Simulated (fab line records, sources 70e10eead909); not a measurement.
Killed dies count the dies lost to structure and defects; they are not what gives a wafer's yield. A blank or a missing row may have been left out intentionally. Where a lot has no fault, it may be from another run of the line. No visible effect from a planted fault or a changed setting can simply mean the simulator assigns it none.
Chamber matching || flow nand harc || pecvd-03 running NHARC_P_CONTACT_DEP_30: 3 sister chambers
The step deposits SiNx, target thk 30 nm. 3 wafers are shown with their chamber, then 11 later ones without.

== WAFERS WITH THEIR CHAMBER ==
{"wafer": "L088.1", "chamber": 2, "heater power w (W)": 647}
{"wafer": "L090.4", "chamber": 0, "heater power w (W)": 701}
{"wafer": "L089.2", "chamber": 1, "heater power w (W)": 682}

== WAFERS WHOSE CHAMBER IS MISSING ==
{"wafer": "L089.4", "heater power w (W)": 629}
{"wafer": "L089.5", "heater power w (W)": 622}
{"wafer": "L091.1", "heater power w (W)": 742}
{"wafer": "L091.2", "heater power w (W)": 555}
{"wafer": "L091.3", "heater power w (W)": 824}
{"wafer": "L092.1", "heater power w (W)": 741}
{"wafer": "L092.3", "heater power w (W)": 804}
{"wafer": "L092.4", "heater power w (W)": 739}
{"wafer": "L093.1", "heater power w (W)": 775}
{"wafer": "L093.4", "heater power w (W)": 767}
{"wafer": "L093.5", "heater power w (W)": 643}

== CHAMBER TAKEN BY EACH ==
{"wafer": "L089.4", "from the rows above": "can't be placed: 2 or 1 or 0", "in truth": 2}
{"wafer": "L089.5", "from the rows above": "can't be placed: 2 or 1 or 0", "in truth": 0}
{"wafer": "L091.1", "from the rows above": "can't be placed: 0 or 1 or 2", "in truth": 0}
{"wafer": "L091.2", "from the rows above": "can't be placed: 2 or 1 or 0", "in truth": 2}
{"wafer": "L091.3", "from the rows above": "can't be placed: 0 or 1 or 2", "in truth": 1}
{"wafer": "L092.1", "from the rows above": "can't be placed: 0 or 1 or 2", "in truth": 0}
{"wafer": "L092.3", "from the rows above": "can't be placed: 0 or 1 or 2", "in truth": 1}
{"wafer": "L092.4", "from the rows above": "can't be placed: 0 or 1 or 2", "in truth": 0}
{"wafer": "L093.1", "from the rows above": "can't be placed: 0 or 1 or 2", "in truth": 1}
{"wafer": "L093.4", "from the rows above": "can't be placed: 0 or 1 or 2", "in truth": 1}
{"wafer": "L093.5", "from the rows above": "can't be placed: 2 or 1 or 0", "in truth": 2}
0 of 11 placed correctly. Cannot be placed on the basis of these rows: 11; the candidates contain the true chamber in 11. Placed wrongly: 0.
How it was worked out, from the rows above alone: a wafer's distance from a chamber is the root of the sum, over the readings, of the square of ((its reading less the chamber's mean) divided by the reading's scatter). If the next closest chamber is less than 2 further off than the closest, the wafer can't be placed; otherwise it belongs to the closest. For every chamber, the mean is computed from those of its wafers that are shown. The scatter (one wafer shown for each chamber): square how far every hidden wafer sits from the nearest shown wafer, average those squares and take the square root.
